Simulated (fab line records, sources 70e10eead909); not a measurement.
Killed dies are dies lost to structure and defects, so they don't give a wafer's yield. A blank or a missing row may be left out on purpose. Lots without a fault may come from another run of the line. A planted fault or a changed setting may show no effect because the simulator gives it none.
Which tool did it? | flow nand_harc | 24 lots, 72 wafers sampled, at 6 steps of a route of 1159

WHAT THE GAUGES READ, wafer by wafer
NHARC_A_M0_CD_MEAS_09: target cd 80 nm. Usual: cd_nm 80.3 nm, standard deviation 0.97.
lot  | measured     | on        | cd_nm (nm)     | flag
L074 | day 17 21:16 | cd_sem-01 | 79.0 78.4 77.8 |
L075 | day 18 07:58 | cd_sem-03 | 81.0 81.7 80.7 |
L077 | day 18 07:46 | cd_sem-02 | 79.8 79.7 80.4 |
L078 | day 18 11:11 | cd_sem-03 | 79.9 80.9 81.3 |
L076 | day 18 12:22 | cd_sem-01 | 78.9 79.9 78.5 |
L079 | day 19 09:46 | cd_sem-01 | 78.6 79.2 79.9 |
L080 | day 19 10:42 | cd_sem-02 | 80.4 80.8 82.3 |
L081 | day 19 14:16 | cd_sem-02 | 82.5 80.5 81.2 |
L082 | day 19 15:44 | cd_sem-02 | 80.2 81.1 81.5 |
L083 | day 19 16:07 | cd_sem-03 | 80.2 80.5 80.0 |
L084 | day 19 18:50 | cd_sem-03 | 79.3 80.2 79.6 |
L085 | day 20 09:44 | cd_sem-02 | 81.3 80.1 79.6 |
L087 | day 20 10:52 | cd_sem-01 | 80.7 82.0 80.2 |
L086 | day 20 14:10 | cd_sem-01 | 81.0 80.0 81.7 |
L090 | day 21 06:51 | cd_sem-01 | 80.9 79.7 80.0 |
L088 | day 21 16:54 | cd_sem-03 | 79.1 79.7 79.9 |
L093 | day 21 17:41 | cd_sem-01 | 79.5 80.7 79.7 |
L089 | day 21 23:44 | cd_sem-01 | 79.1 80.3 80.7 |
L091 | day 22 04:04 | cd_sem-02 | 82.1 81.2 81.9 |
L092 | day 22 06:01 | cd_sem-01 | 79.7 80.5 81.0 |
L094 | day 22 13:54 | cd_sem-01 | 80.6 79.8 80.7 |
L096 | day 22 14:34 | cd_sem-01 | 79.2 78.4 79.3 |
L097 | day 22 16:44 | cd_sem-03 | 80.5 81.2 81.2 |
L095 | day 23 04:30 | cd_sem-01 | 81.2 78.7 79.4 |

NHARC_A_M0_OVL_MEAS_10: pitch 160 nm. Usual: overlay_x_nm 0.1 nm, standard deviation 0.79; overlay_y_nm -0.1 nm, standard deviation 0.96.
lot  | measured     | on         | overlay_x_nm (nm) | overlay_y_nm (nm) | flag
L074 | day 17 21:22 | overlay-02 | 0.0 0.6 -0.1      | -0.3 -1.1 -0.5    |
L075 | day 18 08:04 | overlay-01 | 0.1 0.8 0.1       | 0.4 0.4 0.7       |
L077 | day 18 07:51 | overlay-01 | -0.1 0.1 0.5      | 1.8 1.9 2.0       |
L078 | day 18 11:16 | overlay-02 | 1.2 0.8 1.0       | -0.3 -0.2 -0.9    |
L076 | day 18 12:29 | overlay-01 | 0.0 -0.3 -0.6     | -1.0 -0.6 -0.3    |
L079 | day 19 09:51 | overlay-02 | 0.1 0.5 0.0       | -1.4 -0.4 -1.1    |
L080 | day 19 10:47 | overlay-01 | -0.2 -0.5 -0.4    | -0.5 0.2 0.1      |
L081 | day 19 14:22 | overlay-01 | -0.6 -0.5 -0.8    | -0.4 -0.6 -0.4    |
L082 | day 19 15:50 | overlay-01 | 0.3 0.0 0.4       | -0.2 -0.6 0.0     |
L083 | day 19 16:12 | overlay-01 | 0.0 0.3 -0.1      | 0.2 -0.1 0.8      |
L084 | day 19 18:55 | overlay-02 | 1.1 1.2 1.4       | -0.2 0.0 0.6      |
L085 | day 20 09:49 | overlay-02 | 0.3 0.6 0.9       | -0.6 -1.3 -1.2    |
L087 | day 20 10:57 | overlay-02 | -1.2 -1.4 -0.4    | 0.4 0.1 0.3       |
L086 | day 20 14:15 | overlay-01 | -0.1 0.0 -0.6     | 0.5 1.0 0.7       |
L090 | day 21 06:56 | overlay-02 | 0.9 0.9 0.5       | -0.2 -0.7 -1.0    |
L088 | day 21 17:00 | overlay-01 | -1.3 -1.3 -1.6    | -1.5 -0.6 -1.5    |
L093 | day 21 17:47 | overlay-01 | -0.8 -0.7 -0.4    | -1.6 -1.5 -1.4    |
L089 | day 21 23:49 | overlay-01 | -0.3 0.2 0.1      | -1.8 -1.6 -1.9    |
L091 | day 22 04:09 | overlay-02 | 0.0 0.6 0.6       | 0.5 1.1 0.5       |
L092 | day 22 06:05 | overlay-02 | -0.4 -0.3 0.3     | -0.1 0.1 -0.2     |
L094 | day 22 13:59 | overlay-01 | 1.9 2.6 1.8       | -0.3 -0.2 -0.4    |
L096 | day 22 14:40 | overlay-02 | -0.4 -0.1 -0.6    | 2.2 1.5 1.9       |
L097 | day 22 16:50 | overlay-02 | -0.8 0.2 -0.7     | 0.4 0.9 0.8       |
L095 | day 23 04:35 | overlay-02 | -0.2 0.2 -0.5     | 0.9 0.7 1.2       |

NHARC_A_M1_OVL_MEAS_10: pitch 240 nm. Usual: overlay_x_nm -0.2 nm, standard deviation 0.88; overlay_y_nm 0.0 nm, standard deviation 0.61.
lot  | measured     | on         | overlay_x_nm (nm) | overlay_y_nm (nm) | flag
L074 | day 18 01:19 | overlay-02 | 1.0 1.0 1.7       | -0.8 -0.7 -1.1    |
L075 | day 18 13:02 | overlay-01 | -0.2 -1.0 -0.7    | 0.6 0.8 0.4       |
L077 | day 18 12:52 | overlay-02 | 0.1 -0.4 0.4      | -0.1 -0.2 -0.8    |
L078 | day 18 16:20 | overlay-01 | 0.9 1.0 1.3       | 0.5 0.1 0.9       |
L076 | day 18 17:04 | overlay-02 | -0.3 0.4 0.5      | -1.1 -0.1 -0.9    |
L079 | day 19 13:50 | overlay-02 | -1.0 -0.6 -1.0    | 0.8 0.4 0.2       |
L080 | day 19 14:44 | overlay-02 | 0.5 0.0 -0.1      | -0.1 -0.3 0.3     |
L081 | day 19 18:20 | overlay-02 | -0.2 -0.8 -0.2    | -0.8 -0.7 -0.5    |
L082 | day 19 20:29 | overlay-02 | 1.3 0.3 0.7       | 0.0 -0.1 0.0      |
L083 | day 19 20:49 | overlay-02 | -0.3 -0.8 -0.3    | 0.3 0.4 0.9       |
L084 | day 19 23:43 | overlay-02 | -0.8 -1.0 -1.0    | -1.0 -1.8 -1.2    |
L085 | day 20 13:47 | overlay-02 | -2.2 -1.5 -1.7    | -0.5 -0.5 -0.5    |
L087 | day 20 14:59 | overlay-01 | -2.0 -1.6 -1.6    | 0.7 0.9 0.9       |
L086 | day 20 18:14 | overlay-02 | 0.2 0.1 0.4       | 0.3 -0.4 0.5      |
L090 | day 21 11:01 | overlay-01 | -0.9 -1.6 -1.1    | -0.7 -0.7 -0.7    |
L088 | day 21 21:10 | overlay-02 | 0.9 0.7 1.4       | -0.2 -0.1 0.6     |
L093 | day 21 21:50 | overlay-02 | -0.3 0.1 -0.2     | 0.3 1.3 0.8       |
L089 | day 22 04:01 | overlay-01 | 0.9 0.4 0.5       | -0.2 -0.3 -0.8    |
L091 | day 22 08:11 | overlay-02 | -1.3 -1.2 -0.9    | 0.2 0.1 0.2       |
L092 | day 22 10:01 | overlay-01 | -0.8 -0.6 -0.7    | -0.5 -0.7 -0.8    |
L094 | day 22 18:28 | overlay-01 | -0.7 -0.9 -0.5    | -0.3 0.5 -0.4     |
L096 | day 22 19:00 | overlay-02 | -0.7 -0.5 -1.0    | 0.2 0.0 0.6       |
L097 | day 22 20:47 | overlay-01 | 0.0 0.6 -0.1      | 0.7 0.5 0.8       |
L095 | day 23 08:56 | overlay-02 | 0.0 0.6 0.9       | 0.2 0.2 0.3       |

WHICH TOOL RAN EACH LOT (tool, then ch and the chambers of the sampled wafers, then the start)
lot  | NHARC_A_BLC_ETCH_17                           | NHARC_A_BLC_STRIP_21               | NHARC_A_BLC_PVD_32
L074 | rie_diel-08 ch 0,1,3, day 17 06:47 or earlier | rie_diel-02 ch 0,1,3, day 17 06:47 | pvd_sputter-02, day 17 21:16 or earlier
L075 | rie_diel-08 ch 0,2, day 17 23:43 or earlier   | rie_diel-05 ch 0,1,3, day 17 23:43 | pvd_sputter-03, day 18 07:58 or earlier
L077 | rie_diel-02 ch 0,2, day 17 23:40 or earlier   | rie_diel-08 ch 0,2, day 17 23:40   | pvd_sputter-01, day 18 07:46 or earlier
L078 | rie_diel-02 ch 0,1,3, day 18 08:25 or earlier | rie_diel-08 ch 2,3, day 18 08:25   | pvd_sputter-02, day 18 11:11 or earlier
L076 | rie_diel-02 ch 2,3, day 18 09:37 or earlier   | rie_diel-08 ch 0,2,3, day 18 09:37 | pvd_sputter-01, day 18 12:22 or earlier
L079 | rie_diel-02 ch 1,2,3, day 18 23:41 or earlier | rie_diel-02 ch 0,1, day 18 23:41   | pvd_sputter-02, day 19 09:46 or earlier
L080 | rie_diel-08 ch 0,2, day 19 00:23 or earlier   | rie_diel-08 ch 0,1,3, day 19 00:23 | pvd_sputter-03, day 19 10:42 or earlier
L081 | rie_diel-08 ch 0,2,3, day 19 11:41 or earlier | rie_diel-08 ch 0,1,3, day 19 11:41 | pvd_sputter-01, day 19 14:16 or earlier
L082 | rie_diel-02 ch 0,1, day 19 12:43 or earlier   | rie_diel-08 ch 0,2,3, day 19 12:43 | pvd_sputter-02, day 19 15:44 or earlier
L083 | rie_diel-02 ch 0,3, day 19 13:32 or earlier   | rie_diel-08 ch 0,1,2, day 19 13:32 | pvd_sputter-01, day 19 16:07 or earlier
L084 | rie_diel-02 ch 0,1,3, day 19 16:08 or earlier | rie_diel-02 ch 1,3, day 19 16:08   | pvd_sputter-03, day 19 18:50 or earlier
L085 | rie_diel-08 ch 0,2,3, day 20 01:56 or earlier | rie_diel-02 ch 1,2, day 20 01:56   | pvd_sputter-02, day 20 09:44 or earlier
L087 | rie_diel-08 ch 1,2,3, day 20 07:19 or earlier | rie_diel-08 ch 1,3, day 20 07:19   | pvd_sputter-01, day 20 10:52 or earlier
L086 | rie_diel-08 ch 0,2,3, day 20 11:28 or earlier | rie_diel-08 ch 0,1,2, day 20 11:28 | pvd_sputter-01, day 20 14:10 or earlier
L090 | rie_diel-02 ch 1,2,3, day 21 00:07 or earlier | rie_diel-02 ch 1,3, day 21 00:07   | pvd_sputter-02, day 21 06:51 or earlier
L088 | rie_diel-02 ch 0,1, day 21 07:22 or earlier   | rie_diel-02 ch 0,1,2, day 21 07:22 | pvd_sputter-01, day 21 16:54 or earlier
L093 | rie_diel-05 ch 0,2, day 21 08:43 or earlier   | rie_diel-08 ch 1,3, day 21 08:43   | pvd_sputter-02, day 21 17:41 or earlier
L089 | rie_diel-08 ch 0,3, day 21 13:34 or earlier   | rie_diel-02 ch 0,2, day 21 13:34   | pvd_sputter-03, day 21 23:44 or earlier
L091 | rie_diel-05 ch 0,2, day 21 19:07 or earlier   | rie_diel-02 ch 0,3, day 21 19:07   | pvd_sputter-01, day 22 04:04 or earlier
L092 | rie_diel-02 ch 1,2,3, day 22 01:36 or earlier | rie_diel-08 ch 0,1,3, day 22 01:36 | pvd_sputter-03, day 22 06:01 or earlier
L094 | rie_diel-05 ch 0,1,2, day 22 10:06 or earlier | rie_diel-02 ch 0,2, day 22 10:06   | pvd_sputter-02, day 22 13:54 or earlier
L096 | rie_diel-08 ch 0,1,3, day 22 11:02 or earlier | rie_diel-02 ch 1,3, day 22 11:02   | pvd_sputter-03, day 22 14:34 or earlier
L097 | rie_diel-08 ch 2,3, day 22 14:06 or earlier   | rie_diel-02 ch 2,3, day 22 14:06   | pvd_sputter-02, day 22 16:44 or earlier
L095 | rie_diel-02 ch 0,1,3, day 22 22:51 or earlier | rie_diel-08 ch 0,2, day 22 22:51   | pvd_sputter-02, day 23 04:30 or earlier
- NHARC_A_BLC_ETCH_17: etches the open film in N2/H2, target depth 390 nm, time 609.38 s.
- NHARC_A_BLC_STRIP_21: strips in O2.
- NHARC_A_BLC_PVD_32: deposits Ti, target thk 5 nm, time 17.7 s.

WHAT THE TOOLS THEMSELVES READ (means of the sampled wafers that have a number; where no wafer has one, the mark that the record gives instead)
NHARC_A_BLC_ETCH_17. Usual: drypump_motor_current_A 5.8 A, standard deviation 0.61; oes_product_au 1.004 a.u., standard deviation 0.015; rf_vpp_V 431.1 V, standard deviation 2.4; showerhead_plenum_p_Torr 2.06 Torr, standard deviation 0.084; throttle_valve_pct 14.171 %, standard deviation 0.01.
lot  | tool        | drypump_motor_current_A (A) | oes_product_au (a.u.) | rf_vpp_V (V) | showerhead_plenum_p_Torr (Torr) | throttle_valve_pct (%) | flag
L074 | rie_diel-08 | 5.8                         | 0.995                 | 431.9        | 2.08                            | 14.159                 |
L075 | rie_diel-08 | 6.1                         | 0.998                 | 431.3        | 2.06                            | 14.168                 |
L077 | rie_diel-02 | 5.4                         | 1.004                 | 429.7        | 2.00                            | 14.166                 |
L078 | rie_diel-02 | 5.6                         | 1.012                 | 429.9        | 2.04                            | 14.165                 |
L076 | rie_diel-02 | 6.3                         | 0.993                 | 433.7        | 2.14                            | 14.169                 |
L079 | rie_diel-02 | 6.0                         | 1.000                 | 432.4        | 2.12                            | 14.170                 |
L080 | rie_diel-08 | 6.0                         | 0.995                 | 430.3        | 2.06                            | 14.173                 |
L081 | rie_diel-08 | 6.1                         | 1.008                 | 431.4        | 2.07                            | 14.172                 |
L082 | rie_diel-02 | 5.1                         | 1.011                 | 428.3        | 1.99                            | 14.175                 |
L083 | rie_diel-02 | 5.5                         | 1.004                 | 428.6        | 1.98                            | 14.183                 |
L084 | rie_diel-02 | 5.6                         | 0.999                 | 430.7        | 2.04                            | 14.175                 |
L085 | rie_diel-08 | 6.1                         | 1.006                 | 430.9        | 2.07                            | 14.162                 |
L087 | rie_diel-08 | 5.9                         | 1.014                 | 429.8        | 2.04                            | 14.169                 |
L086 | rie_diel-08 | 6.2                         | 1.015                 | 430.9        | 2.07                            | 14.178                 |
L090 | rie_diel-02 | 6.0                         | 0.994                 | 432.6        | 2.12                            | 14.169                 |
L088 | rie_diel-02 | 5.1                         | 1.012                 | 429.2        | 1.98                            | 14.164                 |
L093 | rie_diel-05 | 5.2                         | 1.006                 | 428.8        | 1.97                            | 14.169                 |
L089 | rie_diel-08 | 6.2                         | 0.996                 | 432.4        | 2.12                            | 14.187                 |
L091 | rie_diel-05 | 5.2                         | 1.004                 | 428.6        | 1.97                            | 14.175                 |
L092 | rie_diel-02 | 6.0                         | 0.994                 | 433.0        | 2.12                            | 14.168                 |
L094 | rie_diel-05 | 5.5                         | 1.007                 | 428.8        | 1.96                            | 14.175                 |
L096 | rie_diel-08 | 5.8                         | 1.005                 | 431.8        | 2.08                            | 14.172                 |
L097 | rie_diel-08 | 6.2                         | 1.006                 | 431.3        | 2.08                            | 14.168                 |
L095 | rie_diel-02 | 5.6                         | 0.998                 | 430.6        | 2.04                            | 14.164                 |

NHARC_A_BLC_STRIP_21. Usual: drypump_motor_current_A 5.9 A, standard deviation 0.58; oes_product_au 1.001 a.u., standard deviation 0.013; rf_vpp_V 57.8 V, standard deviation 0.89; showerhead_plenum_p_Torr 3.57 Torr, standard deviation 0.12; throttle_valve_pct 17.036 %, standard deviation 0.0089.
lot  | tool        | drypump_motor_current_A (A) | oes_product_au (a.u.) | rf_vpp_V (V) | showerhead_plenum_p_Torr (Torr) | throttle_valve_pct (%) | flag
L074 | rie_diel-02 | 5.6                         | 1.005                 | 57.9         | 3.54                            | 17.041                 |
L075 | rie_diel-05 | 5.7                         | 1.012                 | 57.0         | 3.57                            | 17.041                 |
L077 | rie_diel-08 | 6.3                         | 1.002                 | 57.1         | 3.49                            | 17.034                 |
L078 | rie_diel-08 | 6.3                         | 1.002                 | 57.6         | 3.51                            | 17.038                 |
L076 | rie_diel-08 | 6.2                         | 1.001                 | 59.6         | 3.58                            | 17.035                 |
L079 | rie_diel-02 | 5.1                         | 1.021                 | 57.2         | 3.55                            | 17.026                 |
L080 | rie_diel-08 | 5.8                         | 1.009                 | 58.5         | 3.59                            | 17.037                 |
L081 | rie_diel-08 | 5.8                         | 1.008                 | 57.9         | 3.59                            | 17.041                 |
L082 | rie_diel-08 | 6.2                         | 1.001                 | 58.0         | 3.57                            | 17.033                 |
L083 | rie_diel-08 | 5.8                         | 1.003                 | 58.0         | 3.50                            | 17.036                 |
L084 | rie_diel-02 | 5.7                         | 1.007                 | 58.2         | 3.64                            | 17.035                 |
L085 | rie_diel-02 | 5.9                         | 0.993                 | 57.6         | 3.69                            | 17.038                 |
L087 | rie_diel-08 | 5.5                         | 1.010                 | 57.7         | 3.54                            | 17.034                 |
L086 | rie_diel-08 | 5.8                         | 0.994                 | 57.6         | 3.50                            | 17.033                 |
L090 | rie_diel-02 | 5.7                         | 1.013                 | 57.7         | 3.63                            | 17.038                 |
L088 | rie_diel-02 | 5.5                         | 0.995                 | 57.9         | 3.56                            | 17.040                 |
L093 | rie_diel-08 | 5.9                         | 1.011                 | 58.5         | 3.61                            | 17.042                 |
L089 | rie_diel-02 | 5.8                         | 0.991                 | 57.4         | 3.58                            | 17.035                 |
L091 | rie_diel-02 | 6.1                         | 1.005                 | 57.4         | 3.51                            | 17.036                 |
L092 | rie_diel-08 | 5.8                         | 0.999                 | 57.7         | 3.59                            | 17.033                 |
L094 | rie_diel-02 | 5.4                         | 1.007                 | 57.1         | 3.46                            | 17.032                 |
L096 | rie_diel-02 | 5.7                         | 0.990                 | 58.3         | 3.63                            | 17.025                 |
L097 | rie_diel-02 | 6.5                         | 0.991                 | 58.0         | 3.64                            | 17.040                 |
L095 | rie_diel-08 | 6.2                         | 0.984                 | 57.3         | 3.48                            | 17.034                 |

NHARC_A_BLC_PVD_32. Usual: throttle_valve_pct 30.0 %, standard deviation 1.1.
lot  | tool           | throttle_valve_pct (%) | flag
L074 | pvd_sputter-02 | 29.7                   |
L075 | pvd_sputter-03 | 29.2                   |
L077 | pvd_sputter-01 | 30.5                   |
L078 | pvd_sputter-02 | 29.8                   |
L076 | pvd_sputter-01 | 29.4                   |
L079 | pvd_sputter-02 | 30.2                   |
L080 | pvd_sputter-03 | 28.2                   |
L081 | pvd_sputter-01 | 29.8                   |
L082 | pvd_sputter-02 | 29.2                   |
L083 | pvd_sputter-01 | 30.2                   |
L084 | pvd_sputter-03 | 29.2                   |
L085 | pvd_sputter-02 | 31.2                   |
L087 | pvd_sputter-01 | 30.6                   |
L086 | pvd_sputter-01 | 30.1                   |
L090 | pvd_sputter-02 | 29.5                   |
L088 | pvd_sputter-01 | 29.9                   |
L093 | pvd_sputter-02 | 30.9                   |
L089 | pvd_sputter-03 | 29.4                   |
L091 | pvd_sputter-01 | 29.4                   |
L092 | pvd_sputter-03 | 29.4                   |
L094 | pvd_sputter-02 | 30.2                   |
L096 | pvd_sputter-03 | 29.5                   |
L097 | pvd_sputter-02 | 30.7                   |
L095 | pvd_sputter-02 | 30.2                   |

THE ANSWER, worked out from the rows above alone
Rule: a lot is off if the mean of its wafers that have a number lies more than 3 standard deviations from the usual mean. A lot without any number at a reading at which 4 lots or more have one is off too. The other lots that the step has rows for count as sound. The gauges are gone through in route order, then the tools' own readings, and for those a lot's mean is taken as printed above. The first step at which some lot is off is used, and at that step the reading that is off furthest; a lot without a number counts as furthest.
No lot is off at any reading shown: from this, nothing can be told.

WHAT THE SIMULATOR HAD PUT IN
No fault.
